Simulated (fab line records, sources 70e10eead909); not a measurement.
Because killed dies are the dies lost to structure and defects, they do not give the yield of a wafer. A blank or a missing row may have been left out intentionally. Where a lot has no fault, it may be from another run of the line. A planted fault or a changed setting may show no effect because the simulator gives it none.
fab line records	flow nandHarc
[record] lots = 13	wafers = 39	lastDay = 33
route steps=1302 shown A_M1@1199 A_BONDPAD@1220 END@1302
lots that met no fault: taken from a fault-free run of the same line
startH: start of the lot's first displayed wafer, in hours after the record's first day	waitH: how many hours have passed since the lot's step before this one	" unchanged from the row above	L1.1+2: several wafers, shown together as one row	- either no value or no given start	* or withheld: withheld	< > ~ a bound
route shown NAME@n: a module of which the file shows steps, and the number in the route of the first	usual: the fault-free wafers' mean and standard deviation	same: alike in all rows	chamber/n: place in a boat	sites: each site's reading	_std_site: how widely they spread, as a standard deviation	_edge_site: inner sites' mean taken away from outer sites' mean	radiusMm: how far each site lies from the wafer's centre	mask NAME#n: copy n	behind: the most recent tool/chamber to have shaped the wafer	hold: the reason the lot was held/the length of the hold in hours/how it ended	device: the n, p or np transistor that did not switch	end of line: the same wafers' tests at the end of the route	for a step that has no rows: nothing shown but its recipe	killed: dies lost to structure and defects at the first sort, not the wafer's yield	map: dies across one wafer; x = killed, . = not, _ = none there
set.NAME: the setting as run; set.NAME@STEP: as run at that earlier step	model.NAME: the simulator's own value behind a step, which no gauge read
route steps across a sampled set of lots; one table per step, one row per wafer
services: from which hour (startH, from the record's first day; less than 0 if before it) a tool's chamber was out of use, for how many hours, and why
[[steps]]
[step NHARC_A_M1_INSPECT_27]
[usual] rawDefectCount = 529/120
lot.wafer	tool	chamber	startH	waitH	rawDefectCount
L361.2	defectInspect-02	-	541.16	0.0	398
L361.5	"	-	"	"	673
L361.6	"	-	"	"	667
L359.1	defectInspect-01	-	543.53	0.0	317
L359.4	"	-	"	"	428
L359.6	"	-	"	"	493
L363.3	defectInspect-02	-	569.33	0.0	505
L363.4	"	-	"	"	640
L363.6	"	-	"	"	678
L364.1	defectInspect-02	-	573.33	0.0	385
L364.2	"	-	"	"	403
L364.3	"	-	"	"	520
L367.1	defectInspect-01	-	587.36	0.0	620
L367.2	"	-	"	"	525
L367.5	"	-	"	"	495
L365.1	defectInspect-02	-	590.50	0.0	369
L365.3	"	-	"	"	427
L365.5	"	-	"	"	462
L374.1	defectInspect-01	-	676.86	0.0	581
L374.3	"	-	"	"	614
L374.6	"	-	"	"	658
L373.1	defectInspect-01	-	684.43	0.0	436
L373.2	"	-	"	"	279
L373.5	"	-	"	"	412
L376.1	defectInspect-01	-	724.30	0.0	470
L376.2	"	-	"	"	543
L376.3	"	-	"	"	604
L379.1	defectInspect-02	-	734.77	0.0	677
L379.3	"	-	"	"	494
L379.4	"	-	"	"	565
L380.3	defectInspect-02	-	740.65	0.0	867
L380.5	"	-	"	"	455
L380.6	"	-	"	"	424
L381.2	defectInspect-01	-	741.04	0.0	576
L381.3	"	-	"	"	503
L381.4	"	-	"	"	416
L382.1	defectInspect-01	-	754.01	0.0	501
L382.2	"	-	"	"	471
L382.5	"	-	"	"	411
[step NHARC_A_BONDPAD_ETCH_12]
[recipe] targetDepthA = 2200	timeS = 110	chf3FlowSccm = 50	o2FlowSccm = 10	arFlowSccm = 200	rfW = 500	biasW = 200	chemistry = CHF3/O2
[usual] drypumpMotorCurrentA = 5.9/0.59	oesProductAu = 0.953/0.027	rfVppV = 368.8/1.9	runLengthS = 131.3/0.43	showerheadPlenumPTorr = 2.32/0.081	throttleValvePct = 20.573/0.0099
lot.wafer	tool	chamber	startH	waitH	drypumpMotorCurrentA	oesProductAu	rfHoursCounterH	rfVppV	runLengthS	showerheadPlenumPTorr	throttleValvePct
L361.2	rieDiel-13	1	543.50	-	5.0	1.001	0	365.8	131.5	2.25	20.573
L361.6	"	2	"	"	6.7	0.970	-	369.9	130.5	2.40	20.567
L361.5	"	3	"	"	6.0	0.968	-	367.6	131.1	2.25	20.570
L359.1	rieDiel-13	3	545.71	-	6.0	0.968	1	366.5	131.5	2.25	20.570
L359.4	"	0	"	"	6.1	0.938	1	369.2	131.4	2.32	20.560
L359.6	"	3	"	"	6.1	0.963	-	367.6	131.3	2.25	20.568
L363.4	rieDiel-13	2	571.52	-	6.7	0.964	2	373.1	131.1	2.40	20.570
L363.3	"	3	"	"	6.0	0.934	1	367.0	131.2	2.25	20.563
L363.6	"	1	"	"	5.0	0.971	-	365.8	131.1	2.25	20.571
L364.1	rieDiel-13	2	575.64	-	6.7	0.979	2	371.7	130.4	2.40	20.586
L364.2	"	3	"	"	6.0	0.949	1	365.8	131.5	2.25	20.563
L364.3	"	0	"	"	6.1	0.937	2	369.1	117.7	2.32	20.583
L367.2	rieDiel-13	0	589.66	-	6.0	0.910	2	368.1	117.6	2.32	20.573
L367.1	"	2	"	"	6.7	0.925	2	369.4	130.5	2.40	20.568
L367.5	"	3	"	"	6.0	0.905	-	365.7	131.1	2.25	20.565
L365.1	rieDiel-13	3	592.82	-	6.1	0.949	2	368.7	131.2	2.25	20.584
L365.3	"	0	"	"	6.0	0.947	2	368.7	117.8	2.32	20.583
L365.5	"	0	"	"	6.1	0.958	-	368.5	117.8	2.32	20.573
L374.3	rieDiel-13	2	679.27	-	6.7	0.948	5	368.8	130.6	2.40	20.588
L374.1	"	1	"	"	5.0	0.969	5	366.1	131.1	2.25	20.572
L374.6	"	3	"	"	6.1	0.960	-	367.5	131.5	2.25	20.567
L373.1	rieDiel-13	3	686.84	-	6.0	0.985	4	368.1	131.4	2.25	20.554
L373.2	"	0	"	"	6.1	0.933	5	367.4	131.4	2.31	20.560
L373.5	"	3	"	"	6.0	0.977	-	367.9	131.2	2.25	20.575
L376.2	rieDiel-13	2	726.50	-	6.7	0.990	1	370.7	130.6	2.40	20.582
L376.1	"	3	"	"	6.0	0.957	1	367.3	131.4	2.25	20.596
L376.3	"	0	"	"	6.1	0.945	1	368.8	131.7	2.31	20.566
L379.4	rieDiel-13	0	737.09	-	6.1	0.959	1	368.1	131.7	2.31	20.568
L379.3	"	1	"	"	5.0	0.983	1	367.1	131.6	2.25	20.580
L379.1	"	2	"	"	6.7	0.952	1	368.9	130.4	2.40	20.582
L380.3	rieDiel-04	3	743.10	-	4.8	0.922	2	367.3	131.5	2.29	20.573
L380.5	"	3	"	"	4.8	0.917	-	368.2	131.4	2.29	20.574
L380.6	"	0	"	"	6.1	0.924	-	367.3	131.2	2.26	20.567
L381.2	rieDiel-13	1	743.34	-	5.0	0.996	2	366.9	131.0	2.25	20.559
L381.4	"	2	"	"	6.7	0.988	2	369.6	130.6	2.40	20.558
L381.3	"	3	"	"	6.1	0.945	2	367.4	131.6	2.25	20.575
L382.1	rieDiel-13	0	756.20	-	6.0	0.930	3	368.7	131.4	2.31	20.586
L382.2	"	2	"	"	6.7	0.949	2	371.3	130.7	2.40	20.583
L382.5	"	0	"	"	6.0	0.930	-	367.8	131.9	2.31	20.589
[step NHARC_A_BONDPAD_STRIP_15]
[recipe] o2FlowSccm = 500	arFlowSccm = 0	biasW = 0	chemistry = O2
[usual] drypumpMotorCurrentA = 5.9/0.59	oesProductAu = 0.998/0.015	rfVppV = 57.5/0.9	showerheadPlenumPTorr = 3.44/0.14	throttleValvePct = 17.036/0.0098
lot.wafer	tool	chamber	startH	waitH	drypumpMotorCurrentA	oesProductAu	rfHoursCounterH	rfVppV	showerheadPlenumPTorr	throttleValvePct
L361.2	rieDiel-13	3	543.70	0.1	6.0	1.005	1	56.6	3.31	17.044
L361.6	"	2	"	"	6.8	1.013	-	57.3	3.52	17.023
L361.5	"	3	"	"	6.0	0.997	-	56.6	3.31	17.033
L359.1	rieDiel-13	0	545.95	0.1	6.1	0.978	1	57.4	3.41	17.037
L359.4	"	1	"	"	5.0	1.015	1	56.4	3.31	17.036
L359.6	"	2	"	"	6.7	1.015	-	58.9	3.52	17.045
L363.3	rieDiel-13	2	571.74	0.1	6.7	0.993	2	57.8	3.52	17.032
L363.4	"	3	"	"	6.1	0.989	1	58.2	3.31	17.046
L363.6	"	1	"	"	5.1	1.016	-	56.2	3.31	17.033
L364.2	rieDiel-13	3	575.87	0.1	6.0	0.979	1	59.6	3.31	17.034
L364.3	"	0	"	"	6.1	0.961	2	58.0	3.41	17.056
L364.1	"	1	"	"	5.0	0.999	2	58.1	3.31	17.048
L367.1	rieDiel-13	3	589.90	0.1	6.0	0.970	2	58.3	3.31	17.045
L367.2	"	0	"	"	6.1	0.970	2	57.8	3.41	17.039
L367.5	"	2	"	"	6.7	0.992	-	57.5	3.52	17.032
L365.3	rieDiel-13	2	593.05	0.1	6.8	0.997	2	58.2	3.52	17.036
L365.1	"	3	"	"	6.1	0.980	2	56.2	3.31	17.037
L365.5	"	2	"	"	6.8	1.005	-	57.4	3.52	17.031
L374.1	rieDiel-13	3	679.48	0.1	6.0	1.007	4	57.5	3.31	17.033
L374.3	"	0	"	"	6.1	0.966	5	59.6	3.40	17.053
L374.6	"	3	"	"	6.0	1.002	-	58.5	3.31	17.031
L373.1	rieDiel-13	3	687.06	0.1	6.1	1.003	4	57.8	3.31	17.046
L373.2	"	0	"	"	6.1	0.968	5	57.6	3.40	17.040
L373.5	"	1	"	"	5.0	1.017	-	56.9	3.31	17.034
L376.1	rieDiel-13	3	726.71	0.1	6.1	0.983	1	57.9	3.31	17.034
L376.2	"	0	"	"	6.1	0.994	1	56.8	3.40	17.022
L376.3	"	1	"	"	5.1	1.018	1	58.2	3.31	17.034
L379.4	rieDiel-13	3	737.30	0.1	6.1	0.978	1	56.5	3.31	17.031
L379.3	"	0	"	"	6.1	0.984	1	57.9	3.40	17.036
L379.1	"	1	"	"	5.0	1.016	1	58.3	3.31	17.041
L380.3	rieDiel-04	1	743.36	0.1	6.2	1.004	2	58.8	3.66	17.032
L380.5	"	2	"	"	5.7	1.003	-	58.3	3.65	17.040
L380.6	"	3	"	"	4.8	0.999	-	58.8	3.37	17.038
L381.2	rieDiel-13	3	743.55	0.1	6.0	0.981	2	57.1	3.31	17.041
L381.3	"	1	"	"	5.0	1.023	2	57.6	3.31	17.048
L381.4	"	2	"	"	6.7	1.011	2	56.6	3.52	17.040
L382.1	rieDiel-13	2	756.42	0.1	6.7	1.004	2	59.4	3.52	17.036
L382.2	"	0	"	"	6.1	0.981	3	56.6	3.40	17.052
L382.5	"	2	"	"	6.7	1.003	-	57.1	3.52	17.036
[step NHARC_A_BONDPAD_ANNEAL_28]
[recipe] tempC = 225	timeS = 90
[usual] wafer_temp_C_max = 226.30/0.28
lot.wafer	tool	chamber	startH	waitH	wafer_temp_C_max
L361.2	rtpAnneal-02	0	545.07	0.4	226.37
L361.5	"	0	"	"	226.62
L361.6	"	0	"	"	226.20
L359.1	rtpAnneal-02	0	547.24	0.3	226.48
L359.4	"	0	"	"	226.40
L359.6	"	0	"	"	226.36
L363.3	rtpAnneal-01	0	573.12	0.3	226.41
L363.4	"	0	"	"	226.35
L363.6	"	0	"	"	225.97
L364.1	rtpAnneal-01	0	577.13	0.3	226.52
L364.2	"	0	"	"	226.17
L364.3	"	0	"	"	225.66
L367.1	rtpAnneal-01	0	591.15	-	226.35
L367.2	"	0	"	"	226.06
L367.5	"	0	"	"	225.79
L365.1	rtpAnneal-02	0	594.31	-	226.31
L365.3	"	0	"	"	226.61
L365.5	"	0	"	"	226.07
L374.1	rtpAnneal-01	0	680.76	-	226.13
L374.3	"	0	"	"	225.87
L374.6	"	0	"	"	225.90
L373.1	rtpAnneal-01	0	688.37	0.3	226.29
L373.2	"	0	"	"	226.36
L373.5	"	0	"	"	226.29
L376.1	rtpAnneal-02	0	728.00	-	226.31
L376.2	"	0	"	"	226.43
L376.3	"	0	"	"	226.51
L379.1	rtpAnneal-02	0	738.58	0.3	226.76
L379.3	"	0	"	"	226.02
L379.4	"	0	"	"	226.28
L380.3	rtpAnneal-01	0	744.71	0.3	226.43
L380.5	"	0	"	"	226.27
L380.6	"	0	"	"	226.07
L381.2	rtpAnneal-01	0	744.96	-	225.86
L381.3	"	0	"	"	226.86
L381.4	"	0	"	"	226.03
L382.1	rtpAnneal-02	0	757.69	0.3	226.63
L382.2	"	0	"	"	226.16
L382.5	"	0	"	"	226.42
[step NHARC_END_SORT_01]
[recipe] tempC = 25
[usual] defectLimitedYield = 90/3.4	killedAtArray = 61/24	killedAtOther = 1.2/1.3	killedAtPeriphery = 3.7/2.6	killedDies = 66/23	killedOpen = 3.3/1.8	killedShort = 2.4/1.6
[same] grossDies = 677
lot.wafer	tool	chamber	startH	waitH	hold	defectLimitedYield[%]	killedAtArray	killedAtOther	killedAtPeriphery	killedDies	killedOpen	killedShort
L361.2	prober-01	0	583.02	2.8	-	93	39	0	11	50	3	3
L361.5	prober-01	0	585.42	3.7	-	92	46	1	8	55	3	4
L361.6	prober-01	0	586.22	4.0	-	92	48	0	6	54	4	4
L359.1	prober-01	0	589.99	2.5	-	97	16	0	1	17	2	1
L359.4	prober-01	0	592.44	3.4	-	96	22	1	4	27	4	4
L359.6	prober-01	0	594.06	4.1	-	95	24	4	3	31	3	3
L363.3	prober-01	0	602.71	3.1	-	87	81	2	4	87	4	3
L363.4	prober-01	0	603.50	3.4	-	86	91	3	1	95	2	3
L363.6	prober-01	0	605.09	4.0	-	86	90	2	3	95	2	2
L364.1	prober-01	0	608.86	2.5	awaitDispo/6.1h/release	94	34	2	3	39	5	5
L364.2	prober-01	0	609.65	2.8	awaitDispo/6.1h/release	95	31	1	5	37	4	2
L364.3	prober-01	0	610.44	3.1	awaitDispo/6.1h/release	1	663	2	2	667	2	1
L365.1	prober-02	0	621.97	2.5	awaitDispo/2.6h/release	91	56	0	4	60	4	5
L365.3	prober-02	0	623.57	3.1	awaitDispo/2.6h/release	0	672	1	1	674	3	0
L365.5	prober-02	0	625.16	3.7	awaitDispo/2.6h/release	1	662	2	4	668	1	0
L374.1	prober-02	0	709.59	2.5	-	88	75	2	4	81	4	3
L374.3	prober-02	0	711.20	3.1	-	87	82	0	4	86	4	5
L374.6	prober-02	0	713.60	4.0	-	87	83	0	3	86	3	2
L373.1	prober-01	0	716.55	2.5	-	90	57	3	6	66	1	2
L373.2	prober-01	0	717.35	2.8	-	92	47	1	5	53	3	1
L373.5	prober-01	0	719.76	3.7	-	93	44	3	2	49	3	2
L376.1	prober-01	0	761.47	2.5	-	92	48	1	4	53	5	1
L376.2	prober-01	0	762.27	2.8	-	91	56	0	3	59	4	5
L376.3	prober-01	0	763.07	3.1	-	90	61	0	5	66	4	1
L379.1	prober-02	0	772.39	2.5	-	87	88	0	3	91	3	1
L379.3	prober-02	0	773.98	3.1	-	88	80	2	2	84	4	0
L379.4	prober-02	0	774.78	3.4	-	87	83	2	3	88	1	2
L381.2	prober-02	0	781.07	2.9	-	94	35	2	7	44	5	3
L381.3	prober-02	0	781.86	3.1	-	95	25	2	6	33	6	2
L381.4	prober-02	0	782.66	3.4	-	95	30	1	3	34	3	3
L380.3	prober-01	0	786.49	3.1	-	92	51	0	5	56	2	4
L380.5	prober-01	0	788.10	3.7	-	90	60	0	6	66	1	3
L380.6	prober-01	0	788.90	4.0	-	90	67	0	3	70	5	4
L382.1	prober-02	0	788.04	2.5	-	95	23	3	5	31	2	2
L382.2	prober-02	0	788.84	2.8	-	96	23	2	2	27	7	0
L382.5	prober-02	0	791.25	3.7	-	95	25	3	3	31	2	3
// killed by level:class
L361.2 A_SLIT:chamberFilmFlake=22 P_GATE:chamberFilmFlake=7 P_M1:chamberFilmFlake=4 A_CHANNEL_HOLE_D2:chamberFilmFlake=4 A_CONTACT:chamberFilmFlake=3 A_ONON_D2:geometricParticle:short=2 A_BLC:geometricParticle:open=2 A_CHANNEL_HOLE_D1:chamberFilmFlake=2
L361.5 A_SLIT:chamberFilmFlake=23 P_GATE:chamberFilmFlake=6 A_CHANNEL_HOLE_D1:chamberFilmFlake=6 A_CHANNEL_HOLE_D2:chamberFilmFlake=6 A_CONTACT:chamberFilmFlake=2 P_M0:geometricParticle:open=1 A_CHANNEL_HOLE_D1:geometricParticle:short=1 A_CHANNEL_FILL_D1:geometricParticle:short=1
L361.6 A_SLIT:chamberFilmFlake=29 P_GATE:chamberFilmFlake=6 A_CHANNEL_HOLE_D2:chamberFilmFlake=5 A_CONTACT:chamberFilmFlake=4 A_WL_FILL:geometricParticle:short=2 A_M0:geometricParticle:open=2 A_M0:geometricParticle:short=2 A_ONON_D1:geometricParticle:open=1
L359.1 A_STAIRCASE:chamberFilmFlake=5 A_CHANNEL_HOLE_D2:chamberFilmFlake=4 A_CHANNEL_HOLE_D1:chamberFilmFlake=2 A_DECK1_JOINT:chamberFilmFlake=2 P_M0:geometricParticle:open=1 A_CHANNEL_FILL_D2:geometricParticle:open=1 A_CONTACT:geometricParticle:short=1 A_CHANNEL_FILL_D2:chamberFilmFlake=1
L359.4 A_CHANNEL_HOLE_D2:chamberFilmFlake=5 A_STAIRCASE:chamberFilmFlake=3 A_CONTACT:chamberFilmFlake=3 A_CHANNEL_HOLE_D1:chamberFilmFlake=2 A_DECK1_JOINT:chamberFilmFlake=2 P_STI:geometricParticle:short=1 P_CONTACT:geometricParticle:short=1 A_SOURCE_PLATE:geometricParticle:short=1
L359.6 A_CHANNEL_HOLE_D2:chamberFilmFlake=7 A_STAIRCASE:chamberFilmFlake=6 THIN_TSV:chamberFilmFlake=4 A_CHANNEL_HOLE_D1:chamberFilmFlake=2 A_CHANNEL_FILL_D1:chamberFilmFlake=2 P_M0:geometricParticle:short=1 P_M2:geometricParticle:open=1 A_CHANNEL_HOLE_D1:geometricParticle:open=1
L363.3 A_CHANNEL_HOLE_D1:chamberFilmFlake=32 A_CHANNEL_HOLE_D2:chamberFilmFlake=31 A_STAIRCASE:chamberFilmFlake=3 A_BLC:geometricParticle:open=2 P_STI:chamberFilmFlake=2 A_SLIT:chamberFilmFlake=2 A_CONTACT:chamberFilmFlake=2 A_M1:chamberFilmFlake=2
L363.4 A_CHANNEL_HOLE_D2:chamberFilmFlake=35 A_CHANNEL_HOLE_D1:chamberFilmFlake=35 A_CONTACT:chamberFilmFlake=5 A_DECK1_JOINT:chamberFilmFlake=3 A_STAIRCASE:chamberFilmFlake=3 THIN_TSV:chamberFilmFlake=3 A_DECK1_JOINT:geometricParticle:open=1 A_ONON_D2:geometricParticle:short=1
L363.6 A_CHANNEL_HOLE_D1:chamberFilmFlake=39 A_CHANNEL_HOLE_D2:chamberFilmFlake=37 A_CONTACT:chamberFilmFlake=5 A_STAIRCASE:chamberFilmFlake=4 A_M1:chamberFilmFlake=2 THIN_TSV:chamberFilmFlake=2 P_CONTACT:geometricParticle:short=1 P_M1:geometricParticle:open=1
L364.1 A_CHANNEL_HOLE_D2:chamberFilmFlake=12 A_CHANNEL_HOLE_D1:chamberFilmFlake=6 A_CONTACT:chamberFilmFlake=4 A_ONON_D2:geometricParticle:open=3 A_ONON_D2:geometricParticle:short=2 THIN_TSV:chamberFilmFlake=2 P_M2:geometricParticle:short=1 A_CHANNEL_FILL_D1:geometricParticle:short=1
L364.2 A_CHANNEL_HOLE_D2:chamberFilmFlake=11 A_STAIRCASE:chamberFilmFlake=6 A_ZERO_WELL:chamberFilmFlake=3 A_CHANNEL_HOLE_D1:chamberFilmFlake=3 P_ZERO_WELL:chamberFilmFlake=2 P_GATE:geometricParticle:open=1 P_M2:geometricParticle:short=1 A_CHANNEL_HOLE_D1:geometricParticle:short=1
L364.3 A_BONDPAD:areaEtch=630 A_CHANNEL_HOLE_D2:chamberFilmFlake=12 A_CHANNEL_HOLE_D1:chamberFilmFlake=6 A_STAIRCASE:chamberFilmFlake=5 A_ZERO_WELL:chamberFilmFlake=3 A_M1:chamberFilmFlake=2 THIN_TSV:chamberFilmFlake=2 P_M0:geometricParticle:open=1
L365.1 A_CHANNEL_HOLE_D1:chamberFilmFlake=33 A_CHANNEL_HOLE_D2:chamberFilmFlake=13 A_SLIT:chamberFilmFlake=2 P_GATE:geometricParticle:short=1 P_CONTACT:geometricParticle:short=1 P_M2:geometricParticle:short=1 A_DECK1_JOINT:geometricParticle:open=1 A_CHANNEL_FILL_D2:geometricParticle:short=1
L365.3 A_BONDPAD:areaEtch=621 A_CHANNEL_HOLE_D1:chamberFilmFlake=35 A_CHANNEL_HOLE_D2:chamberFilmFlake=10 A_CONTACT:chamberFilmFlake=2 A_CHANNEL_HOLE_D1:geometricParticle:open=1 A_CHANNEL_FILL_D2:geometricParticle:open=1 A_M0:geometricParticle:open=1 P_ZERO_WELL:chamberFilmFlake=1
L365.5 A_BONDPAD:areaEtch=606 A_CHANNEL_HOLE_D1:chamberFilmFlake=38 A_CHANNEL_HOLE_D2:chamberFilmFlake=12 P_ZERO_WELL:chamberFilmFlake=2 A_WL_FILL:chamberFilmFlake=2 A_CONTACT:chamberFilmFlake=2 THIN_TSV:chamberFilmFlake=2 A_ONON_D1:geometricParticle:open=1
L374.1 A_CHANNEL_HOLE_D1:chamberFilmFlake=34 A_CHANNEL_HOLE_D2:chamberFilmFlake=23 A_CONTACT:chamberFilmFlake=10 A_ZERO_WELL:chamberFilmFlake=2 THIN_TSV:chamberFilmFlake=2 P_GATE:geometricParticle:open=1 A_ONON_D2:geometricParticle:short=1 A_CHANNEL_FILL_D2:geometricParticle:short=1
L374.3 A_CHANNEL_HOLE_D1:chamberFilmFlake=35 A_CHANNEL_HOLE_D2:chamberFilmFlake=25 A_CONTACT:chamberFilmFlake=7 A_SLIT:chamberFilmFlake=5 P_GATE:chamberFilmFlake=2 A_ZERO_WELL:chamberFilmFlake=2 P_GATE:geometricParticle:open=1 P_M1:geometricParticle:short=1
L374.6 A_CHANNEL_HOLE_D1:chamberFilmFlake=37 A_CHANNEL_HOLE_D2:chamberFilmFlake=25 A_CONTACT:chamberFilmFlake=12 P_CONTACT:geometricParticle:open=1 A_SOURCE_PLATE:geometricParticle:open=1 A_ONON_D1:geometricParticle:short=1 A_CHANNEL_FILL_D1:geometricParticle:short=1 A_DECK1_JOINT:geometricParticle:open=1
L373.1 A_CHANNEL_HOLE_D1:chamberFilmFlake=42 A_STAIRCASE:chamberFilmFlake=5 P_CONTACT:chamberFilmFlake=4 A_CONTACT:chamberFilmFlake=4 THIN_TSV:chamberFilmFlake=3 A_SLIT:chamberFilmFlake=2 A_ONON_D1:geometricParticle:open=1 A_ONON_D2:geometricParticle:short=1
L373.2 A_CHANNEL_HOLE_D1:chamberFilmFlake=29 A_SLIT:chamberFilmFlake=7 A_CONTACT:chamberFilmFlake=4 A_STAIRCASE:chamberFilmFlake=3 P_CONTACT:geometricParticle:open=2 P_M0:geometricParticle:open=1 A_ONON_D2:geometricParticle:short=1 P_GATE:chamberFilmFlake=1
L373.5 A_CHANNEL_HOLE_D1:chamberFilmFlake=31 A_SLIT:chamberFilmFlake=3 THIN_TSV:chamberFilmFlake=3 A_SGD_CUT:chamberFilmFlake=2 A_CONTACT:chamberFilmFlake=2 P_CONTACT:geometricParticle:open=1 A_CHANNEL_FILL_D1:geometricParticle:short=1 A_WL_FILL:geometricParticle:short=1
L376.1 A_SLIT:chamberFilmFlake=25 A_CHANNEL_HOLE_D1:chamberFilmFlake=11 A_CHANNEL_HOLE_D2:geometricParticle:open=2 P_STI:chamberFilmFlake=2 A_DECK1_JOINT:chamberFilmFlake=2 A_CONTACT:chamberFilmFlake=2 A_ONON_D1:geometricParticle:open=1 A_CONTACT:geometricParticle:open=1
L376.2 A_SLIT:chamberFilmFlake=28 A_CHANNEL_HOLE_D1:chamberFilmFlake=14 A_CONTACT:chamberFilmFlake=4 A_DECK1_JOINT:geometricParticle:short=2 A_ONON_D1:geometricParticle:short=1 A_CHANNEL_HOLE_D2:geometricParticle:short=1 A_CHANNEL_HOLE_D2:geometricParticle:open=1 A_CHANNEL_FILL_D2:geometricParticle:open=1
L376.3 A_SLIT:chamberFilmFlake=41 A_CHANNEL_HOLE_D1:chamberFilmFlake=15 P_M2:chamberFilmFlake=2 P_GATE:geometricParticle:open=1 P_M0:geometricParticle:open=1 A_ONON_D1:geometricParticle:open=1 A_DECK1_JOINT:geometricParticle:short=1 A_WL_FILL:geometricParticle:open=1
L379.1 A_SLIT:chamberFilmFlake=26 A_CHANNEL_HOLE_D2:chamberFilmFlake=23 A_CHANNEL_HOLE_D1:chamberFilmFlake=18 A_STAIRCASE:chamberFilmFlake=8 A_CONTACT:chamberFilmFlake=6 A_ZERO_WELL:chamberFilmFlake=3 P_CONTACT:geometricParticle:open=1 P_M0:geometricParticle:open=1
L379.3 A_SLIT:chamberFilmFlake=29 A_CHANNEL_HOLE_D2:chamberFilmFlake=26 A_CHANNEL_HOLE_D1:chamberFilmFlake=12 A_CONTACT:chamberFilmFlake=7 A_STAIRCASE:chamberFilmFlake=3 A_WL_FILL:geometricParticle:open=2 P_M2:geometricParticle:open=1 A_CHANNEL_FILL_D1:geometricParticle:open=1
L379.4 A_CHANNEL_HOLE_D2:chamberFilmFlake=33 A_SLIT:chamberFilmFlake=27 A_CHANNEL_HOLE_D1:chamberFilmFlake=11 A_STAIRCASE:chamberFilmFlake=5 A_CONTACT:chamberFilmFlake=4 P_GATE:chamberFilmFlake=2 THIN_TSV:chamberFilmFlake=2 P_M0:geometricParticle:short=1
L381.2 A_CONTACT:chamberFilmFlake=17 A_SLIT:chamberFilmFlake=8 P_GATE:chamberFilmFlake=5 A_ONON_D2:geometricParticle:short=2 THIN_TSV:chamberFilmFlake=2 P_M0:geometricParticle:open=1 A_ONON_D1:geometricParticle:open=1 A_CHANNEL_HOLE_D1:geometricParticle:short=1
L381.3 A_CONTACT:chamberFilmFlake=11 A_SLIT:chamberFilmFlake=7 P_GATE:chamberFilmFlake=3 THIN_TSV:chamberFilmFlake=2 P_CONTACT:geometricParticle:open=1 P_M1:geometricParticle:open=1 A_ONON_D1:geometricParticle:open=1 A_CHANNEL_FILL_D1:geometricParticle:open=1
L381.4 A_CONTACT:chamberFilmFlake=10 A_SLIT:chamberFilmFlake=9 A_STAIRCASE:chamberFilmFlake=5 P_GATE:geometricParticle:open=1 P_M2:geometricParticle:open=1 A_ONON_D1:geometricParticle:short=1 A_CHANNEL_FILL_D2:geometricParticle:short=1 A_M0:geometricParticle:open=1
L380.3 A_SLIT:chamberFilmFlake=28 A_CHANNEL_HOLE_D1:chamberFilmFlake=13 A_CONTACT:chamberFilmFlake=4 P_STI:chamberFilmFlake=2 P_M0:geometricParticle:short=1 A_ONON_D1:geometricParticle:open=1 A_CHANNEL_HOLE_D1:geometricParticle:short=1 A_CHANNEL_FILL_D1:geometricParticle:short=1
L382.1 A_SLIT:chamberFilmFlake=5 A_CONTACT:chamberFilmFlake=5 A_STAIRCASE:chamberFilmFlake=4 A_CHANNEL_FILL_D2:chamberFilmFlake=3 THIN_TSV:chamberFilmFlake=3 P_GATE:chamberFilmFlake=2 P_M1:geometricParticle:open=1 A_WL_FILL:geometricParticle:short=1
L380.5 A_SLIT:chamberFilmFlake=27 A_CHANNEL_HOLE_D1:chamberFilmFlake=17 A_CONTACT:chamberFilmFlake=8 P_STI:chamberFilmFlake=3 A_CHANNEL_HOLE_D2:chamberFilmFlake=3 A_SOURCE_PLATE:geometricParticle:short=2 A_ZERO_WELL:chamberFilmFlake=2 P_CONTACT:geometricParticle:open=1
L382.2 A_SLIT:chamberFilmFlake=10 A_CONTACT:chamberFilmFlake=3 A_M0:geometricParticle:open=2 THIN_TSV:chamberFilmFlake=2 P_STI:geometricParticle:open=1 P_M0:geometricParticle:open=1 A_CHANNEL_FILL_D1:geometricParticle:open=1 A_DECK1_JOINT:geometricParticle:open=1
L380.6 A_SLIT:chamberFilmFlake=27 A_CHANNEL_HOLE_D1:chamberFilmFlake=17 A_ZERO_WELL:chamberFilmFlake=6 A_CONTACT:chamberFilmFlake=5 A_STAIRCASE:chamberFilmFlake=4 A_ONON_D2:geometricParticle:short=2 A_M0:geometricParticle:open=2 P_CONTACT:geometricParticle:open=1
L382.5 A_SLIT:chamberFilmFlake=7 A_DECK1_JOINT:chamberFilmFlake=3 A_DECK1_JOINT:geometricParticle:short=2 P_GATE:chamberFilmFlake=2 A_CHANNEL_HOLE_D1:chamberFilmFlake=2 A_CHANNEL_FILL_D2:chamberFilmFlake=2 A_STAIRCASE:chamberFilmFlake=2 A_CONTACT:chamberFilmFlake=2
[[services]]
tool	chamber	startH	hours	kind
rieDiel-13	0	528.01	-	clean
rieDiel-13	1	528.01	-	clean
rieDiel-13	2	528.01	-	clean
rieDiel-13	3	528.01	-	clean
rieDiel-04	-	531.90	9.0	pm
rieDiel-13	3	548.72	13.0	repair
rieDiel-13	0	552.51	-	clean
rieDiel-13	1	552.51	-	clean
rieDiel-13	2	552.51	-	clean
rieDiel-04	3	562.59	3.2	repair
rieDiel-13	0	577.01	-	clean
rieDiel-13	1	577.01	-	clean
rieDiel-13	2	577.01	-	clean
rieDiel-13	3	577.01	-	clean
rieDiel-13	0	601.53	-	clean
rieDiel-13	1	601.53	-	clean
rieDiel-13	2	601.53	-	clean
rieDiel-13	3	601.53	-	clean
rieDiel-13	0	626.03	-	clean
rieDiel-13	1	626.03	-	clean
rieDiel-13	2	686.91	15.5	repair
rieDiel-13	-	696.01	9.0	pm
rieDiel-04	-	708.93	9.0	pm
rtpAnneal-02	-	744.00	12.0	pm
[[key]]
[firstSign] step = NHARC_A_BONDPAD_ETCH_12	reading = runLengthS	direction = down	sigmas = 32	usual = *	struck = *
[effect] step = NHARC_END_SORT_01	reading = defectLimitedYield	direction = down	sigmas = 26	usual = 90	struck = 1
[moreKillsBornAt] NHARC_A_BONDPAD_ETCH_12@rieDiel-13 = 1857
metAt NHARC_A_BONDPAD_ETCH_12
struckLots L364,L365,L367
struckWafers L364.3,L365.3,L365.5,L367.2
laterRowsLeftOut L364.3,L365.3,L365.5,L367.2
sortLeftOut L367.2
notActingAt NHARC_A_M1_INSPECT_27,NHARC_A_BONDPAD_STRIP_15,NHARC_A_BONDPAD_ANNEAL_28
onsetBetween 545.71 575.64
[fault] kind = processParameterDrift	tool = rieDiel-13	chamber = 0	onsetH = 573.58	steps = NHARC_A_BONDPAD_ETCH_12	channel = timeS	offset = *	shape = step	endH = 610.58	actsIn = *	stated = *
// sortLeftOut: the simulated sort isn't trusted on such a fault, so these wafers' sort isn't shown, and their yield isn't known
// laterRowsLeftOut: the simulator's readings of these wafers behind a module that went badly wrong aren't trusted and aren't shown, but for the sort
